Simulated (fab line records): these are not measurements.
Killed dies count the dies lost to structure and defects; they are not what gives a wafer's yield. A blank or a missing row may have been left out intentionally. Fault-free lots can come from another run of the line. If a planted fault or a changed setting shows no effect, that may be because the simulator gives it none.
Comparing a struck lot with a sound one | flow n5Finfet | 15 out of 1938 route steps
Sound: wafers L751.2, L751.3, L751.4. Wafers struck: L745.4, L745.5, L745.6. The cause is given at the end.
At each step with rows: each side's tool, then ch and its chambers, then its first start. Under that, the readings that differ: sound wafers | struck wafers | difference of the means | sigmas: that difference in standard deviations of wafers without a fault.
alike: readings whose means differ by less than 2 such deviations, and words and numbers that are the same on both sides. not compared: withheld readings, readings that some wafer has no value for, bounds like >300 that may hide the same value, and numbers for which the record gives no deviation and whose values overlap.
The two part at a step that has a row with sigmas, a row that says differs or no value, or rows on one side only. Non-overlapping numbers with no deviation appear without sigmas and do not part them. A reading that every wafer of one side lacks parts them only if that side has two wafers or more.

first, 5 steps without rows for these wafers: N5_BEOL_M15_SOFTBAKE_05 (time 60 s); N5_BEOL_M15_EXPOSE_07 (exposes mask V14); N5_BEOL_M15_PEB_08 (peb time 90 s); N5_BEOL_M15_DEVELOP_09 (develop time 45 s); N5_BEOL_M15_HARDBAKE_14 (time 120 s).
N5_BEOL_M15_CD_MEAS_10: the cd target is 360 nm.
  sound on cdSem-01 ch 0, day 15 23:24; struck on cdSem-02 ch 0, day 15 04:09
  alike: cdNm
N5_BEOL_M15_OVL_MEAS_11:
  sound on overlay-01 ch 0, day 15 23:26; struck on overlay-01 ch 0, day 15 04:11
  alike: V14_OVL
N5_BEOL_M15_INSPECT_12: inspects for defects (macro).
  struck on defectInspect-02, day 15 04:12; sound on defectInspect-01, day 15 23:28
  alike: rawDefectCount
N5_BEOL_M15_DESCUM_15: chemistry O2, time 7.9 s.
  sound on rieDiel-03 ch 0,3, day 15 23:29; struck on rieDiel-01 ch 0,1, day 15 04:43
  alike: drypumpMotorCurrentA, o2FlowSccm, oesProductAu, rfVppV, showerheadPlenumPTorr, throttleValvePct
  not compared: rfHoursCounterH
N5_BEOL_M15_ETCH_59: etches BARC in N2/H2, target depth 89 nm, overetch 26.7 nm, time 67.9 s.
  sound on rieDiel-03 ch 0,3, day 15 23:32; struck on rieDiel-01 ch 0,1, day 15 04:45
  alike: drypumpMotorCurrentA, h2FlowSccm, oesProductAu, rfVppV, showerheadPlenumPTorr, throttleValvePct
  not compared: rfHoursCounterH
N5_BEOL_M15_VIA_ETCH_16: etches SiO2 in C4F8/O2/Ar, target depth 1792.2 nm.
  sound on rieDiel-03 ch 0,3, day 15 23:37; struck on rieDiel-01 ch 0,1, day 15 04:48
  alike: O2_flow_sccm, drypumpMotorCurrentA, oes_ar_750_au, oes_o_777_au, oesProductAu, rfVppV, showerheadPlenumPTorr, throttleValvePct
N5_BEOL_M15_STRIP_63: strips in O2.
  sound on rieDiel-03 ch 0,3; struck on rieDiel-01 ch 0,1
  alike: chamberPressureMTorr, drypumpMotorCurrentA, o2FlowSccm, oesProductAu, rfVppV, showerheadPlenumPTorr, throttleValvePct
  not compared: rfHoursCounterH
N5_BEOL_M15_STRIP_64: strips in O2.
  sound on rieDiel-03 ch 0,3, day 16 00:00; struck on rieDiel-01 ch 0,1, day 15 05:00
  no value came back on the struck wafers for any of 8 readings (biasPowerW (W), chamberPressureMTorr (mTorr) and others); on the sound wafers biasPowerW (W) reads 0 0 0
reading                                   | sound | struck       | difference | sigmas
model.BARC_of_BEOL_M15_COAT_58.thkNm (nm) | 0 0 0 | 89.2 89.2 89 | +89.1      | 
  not compared: rfHoursCounterH
then, 1 step without rows for these wafers: N5_BEOL_M15_STRIP_65 (strips in post etch residue remover, time 60 s).
N5_PASSIVATION_PROBE_49:
  rows exist in the record for the struck wafers here (prober-01, day 16 02:17), but not for the sound ones

## WHERE THEY PART
At N5_BEOL_M15_STRIP_64 first; at N5_PASSIVATION_PROBE_49 last (within this record only).

WHY: what the simulator had put in
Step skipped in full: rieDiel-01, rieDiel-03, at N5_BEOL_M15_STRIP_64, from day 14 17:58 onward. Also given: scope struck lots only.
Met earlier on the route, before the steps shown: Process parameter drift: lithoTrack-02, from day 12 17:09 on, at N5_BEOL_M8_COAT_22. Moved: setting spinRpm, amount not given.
